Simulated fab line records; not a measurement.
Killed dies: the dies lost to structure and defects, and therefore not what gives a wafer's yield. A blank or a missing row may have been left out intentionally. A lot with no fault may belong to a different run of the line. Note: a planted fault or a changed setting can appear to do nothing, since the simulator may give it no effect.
The tool behind it: which one? -- flow n5_finfet -- 10 lots, 30 wafers sampled, at 5 steps of a route of 1938

== WHAT THE GAUGES READ, wafer by wafer ==
N5_BEOL_M4_RC_MEAS_101. Usual: DIBL_N 36.3 mV/V, standard deviation 2; DIBL_P 36.3 mV/V, standard deviation 2.4; IOFF_N 0.16 nA/um, standard deviation 0.034; IOFF_P 0.21 nA/um, standard deviation 0.035; ION_N 672 uA/um, standard deviation 12; ION_P 459 uA/um, standard deviation 6.5; SS_N 71.6 mV/dec, standard deviation 0.67; SS_P 73.3 mV/dec, standard deviation 0.71; VT_N 250 mV, standard deviation 3.5; VT_P -251 mV, standard deviation 3.
lot,measured,on,DIBL_N (mV/V),DIBL_P (mV/V),IOFF_N (nA/um),IOFF_P (nA/um),ION_N (uA/um),ION_P (uA/um),SS_N (mV/dec),SS_P (mV/dec),VT_N (mV),VT_P (mV),flag
L255,day 8 00:26,prober-02,35.2 37.8 35.8,33.4 36.8 34.4,0.12 0.17 0.14,0.18 0.23 0.19,658 676 672,453 464 459,71.4 71.9 71.5,72.0 73.4 72.6,252 248 252,-254 -248 -250,
L257,day 8 07:41,prober-02,32.6 32.3 32.3,31.7 31.6 31.5,0.10 0.10 0.10,0.15 0.15 0.15,651 653 664,456 453 456,70.0 69.8 70.1,72.0 71.8 72.1,259 256 257,-256 -253 -254,
L258,day 8 16:58,prober-02,35.0 33.2 33.3,34.4 31.5 32.3,0.14 0.10 0.11,0.18 0.13 0.15,666 647 650,453 440 452,71.1 70.8 70.9,73.2 72.8 72.7,249 256 256,-254 -256 -253,
L260,day 9 05:11,prober-02,35.9 39.3 35.9,34.6 38.7 34.3,0.14 0.22 0.15,0.17 0.23 0.16,657 689 672,444 463 452,71.6 73.1 72.0,73.7 74.5 73.3,255 247 251,-256 -251 -256,
L270,day 12 22:51,prober-01,33.0 36.1 35.6,33.7 36.9 36.2,0.12 0.17 0.15,0.18 0.23 0.22,658 656 669,457 454 455,71.0 71.5 71.2,72.3 73.2 73.1,253 250 250,-250 -248 -251,
L271,day 13 14:58,prober-02,36.1 36.9 36.7,37.3 37.7 38.0,0.15 0.16 0.16,0.22 0.22 0.22,661 669 684,462 469 474,71.3 70.7 72.0,73.1 72.8 73.5,249 249 249,-248 -245 -248,
L269,day 13 00:21,prober-01,40.2 37.9 37.9,39.4 37.2 36.3,0.22 0.17 0.16,0.27 0.22 0.21,683 667 667,469 463 457,72.0 71.9 71.3,74.3 74.1 74.1,245 249 251,-246 -249 -251,
L272,day 13 05:17,prober-02,39.6 39.0 37.7,39.7 39.1 38.0,0.21 0.19 0.17,0.25 0.24 0.22,684 676 674,467 463 470,72.5 72.7 72.5,73.8 73.7 73.3,244 249 251,-249 -249 -251,
L273,day 14 07:01,prober-02,37.0 34.8 38.7,38.8 34.8 38.5,0.20 0.15 0.24,0.25 0.19 0.24,682 666 676,462 454 458,71.8 71.2 72.4,74.3 74.1 74.0,247 249 244,-248 -252 -249,
L278,day 14 14:23,prober-01,36.8 37.2 36.1,37.1 37.9 36.1,0.19 0.20 0.18,0.22 0.24 0.21,680 679 684,459 459 462,71.8 72.0 72.0,73.0 73.4 72.6,248 246 245,-249 -248 -251,

== EACH LOT AND THE TOOL THAT RAN IT (in order: tool; ch and the chambers of the sampled wafers; start) ==
lot,N5_BEOL_M3_SPUTTER_79,N5_BEOL_M3_SPUTTER_90,N5_BEOL_M3_ANNEAL_91,N5_BEOL_M3_SPUTTER_94
L255,"pvd_sputter-01, day 7 07:31","pvd_sputter-01, day 7 08:23","pvd_sputter-01, day 7 08:28","pvd_sputter-01, day 7 08:50"
L257,"pvd_sputter-01, day 7 12:46","pvd_sputter-01, day 7 13:38","pvd_sputter-01, day 7 13:43","pvd_sputter-01, day 7 14:05"
L258,"pvd_sputter-02, day 8 00:50","pvd_sputter-02, day 8 01:43","pvd_sputter-02, day 8 01:48","pvd_sputter-02, day 8 02:10"
L260,"pvd_sputter-03, day 8 09:04","pvd_sputter-03, day 8 09:57","pvd_sputter-03, day 8 10:02","pvd_sputter-03, day 8 10:23"
L270,"pvd_sputter-02, day 11 15:53","pvd_sputter-02, day 11 16:46","pvd_sputter-02, day 11 16:50","pvd_sputter-02, day 11 17:12"
L271,"pvd_sputter-01, day 12 07:31","pvd_sputter-01, day 12 08:24","pvd_sputter-01, day 12 08:29","pvd_sputter-01, day 12 08:50"
L269,"pvd_sputter-02, day 12 12:18","pvd_sputter-02, day 12 13:11","pvd_sputter-02, day 12 13:16","pvd_sputter-02, day 12 13:37"
L272,"pvd_sputter-03, day 12 16:04","pvd_sputter-03, day 12 16:56","pvd_sputter-03, day 12 17:01","pvd_sputter-03, day 12 17:23"
L273,"pvd_sputter-02, day 13 00:34","pvd_sputter-02, day 13 01:31","pvd_sputter-02, day 13 01:37","pvd_sputter-02, day 13 02:00"
L278,"pvd_sputter-02, day 13 21:03","pvd_sputter-02, day 13 21:56","pvd_sputter-02, day 13 22:01","pvd_sputter-02, day 13 22:22"
- N5_BEOL_M3_SPUTTER_79: material Cu, target thk 4.5 nm, time 8.29 s.
- N5_BEOL_M3_SPUTTER_90: material Cu, target thk 4.5 nm, time 8.29 s.
- N5_BEOL_M3_ANNEAL_91: time 240 s.
- N5_BEOL_M3_SPUTTER_94: material Cu, target thk 4.5 nm, time 8.29 s.

== AS READ BY THE TOOLS THEMSELVES (means over the sampled wafers that have a number; for cases with no such wafer, the mark the record gives instead) ==
N5_BEOL_M3_SPUTTER_79. Usual: chuck_sensor_temp_C -16.0 C, standard deviation 0.43; throttle_valve_pct 30.1 %, standard deviation 1.1.
lot,tool,chuck_sensor_temp_C (C),throttle_valve_pct (%),flag
L255,pvd_sputter-01,-15.8,30.6,
L257,pvd_sputter-01,-15.8,30.9,
L258,pvd_sputter-02,-16.2,30.0,
L260,pvd_sputter-03,-16.1,30.0,
L270,pvd_sputter-02,-16.4,31.2,
L271,pvd_sputter-01,-16.2,30.7,
L269,pvd_sputter-02,-16.3,29.8,
L272,pvd_sputter-03,-16.0,29.7,
L273,pvd_sputter-02,-16.0,29.4,
L278,pvd_sputter-02,-16.2,30.0,

N5_BEOL_M3_SPUTTER_90. Usual: chuck_sensor_temp_C -16.0 C, standard deviation 0.44; throttle_valve_pct 30.1 %, standard deviation 1.
lot,tool,chuck_sensor_temp_C (C),throttle_valve_pct (%),flag
L255,pvd_sputter-01,-15.9,30.6,
L257,pvd_sputter-01,-15.9,30.6,
L258,pvd_sputter-02,-16.3,30.0,
L260,pvd_sputter-03,-16.1,30.0,
L270,pvd_sputter-02,-16.4,31.1,
L271,pvd_sputter-01,-16.2,30.4,
L269,pvd_sputter-02,-16.3,30.1,
L272,pvd_sputter-03,-15.9,29.6,
L273,pvd_sputter-02,-15.9,29.4,
L278,pvd_sputter-02,-16.2,30.0,

N5_BEOL_M3_ANNEAL_91. Usual: heater_power_w 843 W, standard deviation 70; susceptor_temp_C 400.01 C, standard deviation 0.24; susceptor_temp_C_max 401.0, standard deviation 0.36.
lot,tool,heater_power_w (W),susceptor_temp_C (C),susceptor_temp_C_max,flag
L255,pvd_sputter-01,886,399.95,400.9,
L257,pvd_sputter-01,882,400.11,401.1,
L258,pvd_sputter-02,847,400.06,401.1,
L260,pvd_sputter-03,856,399.77,400.8,
L270,pvd_sputter-02,-,-,-,OFF
L271,pvd_sputter-01,-,-,-,OFF
L269,pvd_sputter-02,-,-,-,OFF
L272,pvd_sputter-03,807,400.17,401.1,
L273,pvd_sputter-02,876,400.16,401.4,
L278,pvd_sputter-02,840,400.26,401.3,

N5_BEOL_M3_SPUTTER_94. Usual: chuck_sensor_temp_C -16.0 C, standard deviation 0.43; throttle_valve_pct 30.1 %, standard deviation 1.
lot,tool,chuck_sensor_temp_C (C),throttle_valve_pct (%),flag
L255,pvd_sputter-01,-15.9,30.9,
L257,pvd_sputter-01,-15.8,30.7,
L258,pvd_sputter-02,-16.3,30.0,
L260,pvd_sputter-03,-16.1,30.2,
L270,pvd_sputter-02,-16.3,31.1,
L271,pvd_sputter-01,-16.2,30.5,
L269,pvd_sputter-02,-16.3,30.1,
L272,pvd_sputter-03,-16.0,29.7,
L273,pvd_sputter-02,-16.0,29.4,
L278,pvd_sputter-02,-16.2,30.1,

== THE ANSWER, worked out from the rows above alone ==
Rule: a lot counts as off when the mean over its wafers that have a number is more than 3 standard deviations away from the usual mean. Also off: a lot with no number at a reading for which 4 or more lots have one. Where the step has rows for the other lots, those lots are counted as sound. Order of review: gauges by route order, followed by the tools' own readings, for which a lot's mean as printed above is used. The first step at which some lot is off is used, and at that step the reading that is off furthest; a lot without a number counts as furthest.
Off: L270, L271, L269 (N5_BEOL_M3_ANNEAL_91, heater_power_w). Without a number there: L270, L271, L269.
If a tool, at that step or one of the process steps before it, ran each lot that is off and ran no sound lot following the first of them, it fits. Not one of the candidates tried fits.

== WHAT THE SIMULATOR HAD INSERTED ==
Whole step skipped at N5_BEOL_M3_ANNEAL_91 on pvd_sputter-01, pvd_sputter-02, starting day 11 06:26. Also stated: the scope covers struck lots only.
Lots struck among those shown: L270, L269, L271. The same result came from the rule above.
